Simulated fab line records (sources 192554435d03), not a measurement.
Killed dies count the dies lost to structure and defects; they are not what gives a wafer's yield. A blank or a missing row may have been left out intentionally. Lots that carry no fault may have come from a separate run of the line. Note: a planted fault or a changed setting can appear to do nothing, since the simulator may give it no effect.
Matching of chambers -- flow n5Finfet -- N5_FIN_SAQP_PECVD_47 on pecvd-02 has 3 sister chambers
The step deposits a-Si from SiH4/He, target thk 45 nm, time 36.3 s. 3 wafers are shown with their chamber, then 7 later ones without.

## WAFERS WITH THEIR CHAMBER
wafer,chamber,throttleValvePct (%)
L085.2,2,17.7
L089.1,1,18.3
L089.2,0,19.8

## WAFERS MISSING THEIR CHAMBER
wafer,throttleValvePct (%)
L089.5,18.4
L091.1,17.6
L091.2,18.3
L091.6,19.9
L093.1,19.4
L093.2,17.4
L093.3,18.4

## WHICH CHAMBER EACH WENT THROUGH
wafer,from the rows above,in truth
L089.5,1,1
L091.1,2,2
L091.2,1,1
L091.6,0,0
L093.1,0,0
L093.2,2,2
L093.3,1,1
Placed correctly: 7 of 7. From these rows, 0 cannot be placed. Wrongly placed: 0.
How it was worked out, from the rows above alone: a wafer's distance from a chamber is the root of the sum, over the readings, of the square of ((its reading less the chamber's mean) divided by the reading's scatter). If the next closest chamber is less than 2 further off than the closest, the wafer can't be placed; otherwise it belongs to the closest. A chamber's mean is the mean of its shown wafers. The scatter: root of mean squared gap, hidden wafer to nearest shown wafer, with one shown wafer a chamber.
